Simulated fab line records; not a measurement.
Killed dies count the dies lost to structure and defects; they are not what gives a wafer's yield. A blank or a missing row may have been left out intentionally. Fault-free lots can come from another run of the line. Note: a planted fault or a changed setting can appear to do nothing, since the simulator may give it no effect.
The tool behind it: which one? + flow n5Finfet + 11 lots with 31 wafers sampled at 3 steps, on a route of 1938 steps

== WHAT THE GAUGES READ, wafer by wafer ==
N5_BEOL_M8_THK_MEAS_53: measures by xrf.
| lot  | measured     | on           | M8_THK (nm) |
|------|--------------|--------------|-------------|
| L579 | day 9 11:11  | filmMetro-01 | 79 84 80    |
| L580 | day 10 20:28 | filmMetro-01 | 79 84 83    |
| L582 | day 10 22:10 | filmMetro-01 | 81 81 83    |
| L586 | day 11 14:40 | filmMetro-02 | 79 78 79    |
| L584 | day 11 16:59 | filmMetro-02 | 84 81 82    |
| L587 | day 12 06:20 | filmMetro-01 | 82 81 86    |
| L589 | day 12 19:19 | filmMetro-02 | 81 78       |
| L591 | day 12 23:32 | filmMetro-01 | 82 82 78    |
| L590 | day 13 07:07 | filmMetro-01 | 82 77 76    |
| L593 | day 13 12:56 | filmMetro-01 | 86 87 89    |
| L594 | day 13 19:28 | filmMetro-02 | 80 82       |

== WHAT TOOL EACH LOT RAN ON (gives the tool, then ch and the chambers of the sampled wafers, and finally the start) ==
| lot  | N5_BEOL_M8_ETCH_72                | N5_BEOL_M8_CVD_78               |
|------|-----------------------------------|---------------------------------|
| L579 | rieDiel-04 ch 2,3, day 9 07:23    | cvdCo-01 ch 0,1,2, day 9 10:15  |
| L580 | rieDiel-04 ch 1,3, day 10 15:58   | cvdCo-01 ch 0,1,2, day 10 19:01 |
| L582 | rieDiel-06 ch 2,3, day 10 18:46   | cvdCo-02 ch 0,1,2, day 10 20:38 |
| L586 | rieDiel-01 ch 1,3, day 11 11:56   | cvdCo-02 ch 0,1, day 11 13:41   |
| L584 | rieDiel-01 ch 0,1, day 11 12:20   | cvdCo-01 ch 0,1,2, day 11 14:05 |
| L587 | rieDiel-06 ch 0,2,3, day 12 02:17 | cvdCo-02 ch 0,1,2, day 12 05:19 |
| L589 | rieDiel-01 ch 0,1, day 12 16:13   | cvdCo-01 ch 0,2, day 12 18:19   |
| L591 | rieDiel-04 ch 1,2, day 12 20:47   | cvdCo-02 ch 0,2, day 12 22:35   |
| L590 | rieDiel-01 ch 0,2, day 13 04:16   | cvdCo-01 ch 0,1, day 13 05:57   |
| L593 | rieDiel-06 ch 1,2, day 13 10:27   | cvdCo-02 ch 0,2, day 13 11:55   |
| L594 | rieDiel-01 ch 2,3, day 13 16:50   | cvdCo-01 ch 0,2, day 13 18:23   |
- N5_BEOL_M8_ETCH_72: etches underlayer in N2/H2, target depth 6.5 nm, time 5.2 s.
- N5_BEOL_M8_CVD_78: deposits Co from CCTBA/H2, target thk 2 nm, time 142.3 s.

== AS READ BY THE TOOLS THEMSELVES (means over the sampled wafers that have a number; for cases with no such wafer, the mark the record gives instead) ==
N5_BEOL_M8_ETCH_72.
| lot  | tool       | biasW (W) | drypumpMotorCurrentA (A) | etchRfOnTimeS (s) | oesProductAu (a.u.) | rfVppV (V) | showerheadPlenumPTorr (Torr) | throttleValvePct (%) |
|------|------------|-----------|--------------------------|-------------------|---------------------|------------|------------------------------|----------------------|
| L579 | rieDiel-04 | 150.4     | 6.0                      | 5.18              | 0.65                | 523.4      | 2.50                         | 17.62                |
| L580 | rieDiel-04 | 150.1     | 5.9                      | 5.25              | 0.64                | 521.8      | 2.46                         | 17.59                |
| L582 | rieDiel-06 | 150.2     | 5.9                      | 5.09              | 0.69                | 523.3      | 2.55                         | 17.74                |
| L586 | rieDiel-01 | 150.2     | 5.6                      | 5.29              | 0.66                | 525.2      | 2.58                         | 18.15                |
| L584 | rieDiel-01 | 149.7     | 5.3                      | 5.05              | 0.69                | 525.2      | 2.62                         | 18.14                |
| L587 | rieDiel-06 | 149.3     | 5.8                      | 5.17              | 0.68                | 524.1      | 2.53                         | 17.81                |
| L589 | rieDiel-01 | 150.0     | 5.3                      | 5.17              | 0.66                | 526.1      | 2.62                         | 18.22                |
| L591 | rieDiel-04 | 149.7     | 5.5                      | 5.03              | 0.59                | 524.4      | 2.58                         | 17.73                |
| L590 | rieDiel-01 | 149.7     | 5.6                      | 5.28              | 0.74                | 526.8      | 2.68                         | 18.00                |
| L593 | rieDiel-06 | 150.4     | 5.8                      | 4.88              | 0.73                | 524.5      | 2.55                         | 17.82                |
| L594 | rieDiel-01 | 150.2     | 5.7                      | 5.36              | 0.70                | 526.5      | 2.63                         | 18.02                |

N5_BEOL_M8_CVD_78.
| lot  | tool     | runLengthS (s) |
|------|----------|----------------|
| L579 | cvdCo-01 | 164.9          |
| L580 | cvdCo-01 | 164.9          |
| L582 | cvdCo-02 | 165.1          |
| L586 | cvdCo-02 | 165.4          |
| L584 | cvdCo-01 | 164.7          |
| L587 | cvdCo-02 | 165.2          |
| L589 | cvdCo-01 | 165.0          |
| L591 | cvdCo-02 | 165.0          |
| L590 | cvdCo-01 | 165.0          |
| L593 | cvdCo-02 | 164.9          |
| L594 | cvdCo-01 | 129.7          |

== THE ANSWER, worked out from the rows above alone ==
Rule: the lots themselves supply what counts as usual. Put in order of their means at a reading, lots are off if they are a third of the lots or fewer, leave a main group of 4 or more, and stand apart from it by a gap of 3 or more times the standard deviation of the main group's means; of several such gaps the widest counts. A main group is skipped when, at the precision printed for the reading in the tables above, its means are all equal. A lot without any number at a reading at which 4 lots or more have one is off too. Where the step has rows for the other lots, those lots are counted as sound. First the gauges in route order, then the tools' own readings, where a lot's mean is used as printed above. At the first step where some lot is off, the reading lying furthest off is the one used; lots without a number count as furthest.
Off: L594 (N5_BEOL_M8_CVD_78, runLengthS). Main group: mean 165.0 s, sd 0.18.
A tool fits if, at that step or a process step before it, it ran every lot that is off, and no sound lot after the first of them. This does not decide it: 2 tools fit, namely rieDiel-01 at N5_BEOL_M8_ETCH_72 and cvdCo-01 at N5_BEOL_M8_CVD_78.

== WHAT HAD BEEN PUT IN BY THE SIMULATOR ==
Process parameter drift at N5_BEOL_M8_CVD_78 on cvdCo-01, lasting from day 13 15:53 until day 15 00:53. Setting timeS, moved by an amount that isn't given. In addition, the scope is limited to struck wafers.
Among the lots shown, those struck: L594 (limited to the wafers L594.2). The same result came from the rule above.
